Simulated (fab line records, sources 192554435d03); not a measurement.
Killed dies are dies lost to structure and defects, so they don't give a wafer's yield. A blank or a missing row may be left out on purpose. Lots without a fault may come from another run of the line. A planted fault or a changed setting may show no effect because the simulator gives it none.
Chamber matching | flow n5_finfet | N5_SDB_ETCH_18 on rie_diel-04: 4 sister chambers
The step etches SOC in N2/H2, target depth 100 nm, overetch 20 nm, time 150 s. 18 wafers are shown with their chamber, then 9 later ones without.

WAFERS WITH THEIR CHAMBER
wafer  | chamber | showerhead_plenum_p_Torr (Torr) | throttle_valve_pct (%) | drypump_motor_current_A (A)
L075.2 | 0       | 2.42                            | 17.85                  | 5.6
L075.4 | 0       | 2.42                            | 17.83                  | 5.7
L075.6 | 2       | 2.66                            | 17.99                  | 5.8
L076.1 | 1       | 2.44                            | 17.39                  | 5.2
L076.4 | 1       | 2.44                            | 17.38                  | 5.2
L076.5 | 2       | 2.66                            | 17.98                  | 5.8
L080.1 | 1       | 2.44                            | 17.42                  | 5.2
L080.3 | 2       | 2.66                            | 18.00                  | 5.8
L080.6 | 0       | 2.42                            | 17.85                  | 5.6
L082.3 | 1       | 2.44                            | 17.42                  | 5.3
L082.4 | 0       | 2.42                            | 17.86                  | 5.6
L082.6 | 3       | 2.49                            | 17.26                  | 5.3
L085.1 | 0       | 2.41                            | 17.88                  | 5.6
L085.2 | 1       | 2.44                            | 17.43                  | 5.2
L085.5 | 1       | 2.44                            | 17.43                  | 5.2
L089.1 | 3       | 2.48                            | 17.29                  | 5.3
L089.5 | 2       | 2.65                            | 18.04                  | 5.8
L089.6 | 1       | 2.43                            | 17.45                  | 5.2

SIGNATURES (means of the wafers above)
reading                  | chamber 0 | chamber 1 | chamber 2 | chamber 3 | scatter within a chamber
showerhead_plenum_p_Torr | 2.4180    | 2.4386    | 2.6575    | 2.4850    | 0.00456
throttle_valve_pct       | 17.8540   | 17.4171   | 18.0025   | 17.2750   | 0.023
drypump_motor_current_A  | 5.620     | 5.214     | 5.800     | 5.300     | 0.0344
Rule: a wafer's distance from a chamber is the root of the sum, over the readings, of the square of ((its reading less the chamber's mean) divided by the reading's scatter). The wafer belongs to the nearest chamber; if the next one is less than 2 further off, it can't be placed. The scatter: the root of (the sum of the squares of (reading less its chamber's mean) over the shown wafers, divided by (wafers less chambers)).

WAFERS WITHOUT THEIR CHAMBER
wafer  | showerhead_plenum_p_Torr (Torr) | throttle_valve_pct (%) | drypump_motor_current_A (A)
L091.1 | 2.41                            | 17.89                  | 5.6
L091.5 | 2.48                            | 17.31                  | 5.3
L091.6 | 2.65                            | 18.06                  | 5.8
L093.1 | 2.41                            | 17.92                  | 5.6
L093.4 | 2.65                            | 18.04                  | 5.8
L093.6 | 2.43                            | 17.44                  | 5.3
L096.1 | 2.48                            | 17.34                  | 5.4
L096.4 | 2.43                            | 17.46                  | 5.2
L096.5 | 2.65                            | 18.06                  | 5.8

WHICH CHAMBER EACH WENT THROUGH
wafer  | from the rows above | in truth
L091.1 | 0                   | 0
L091.5 | 3                   | 3
L091.6 | 2                   | 2
L093.1 | 0                   | 0
L093.4 | 2                   | 2
L093.6 | 1                   | 1
L096.1 | 3                   | 3
L096.4 | 1                   | 1
L096.5 | 2                   | 2
Placed correctly: 9 of 9. Can't be placed from these rows: 0. Placed wrongly: 0.
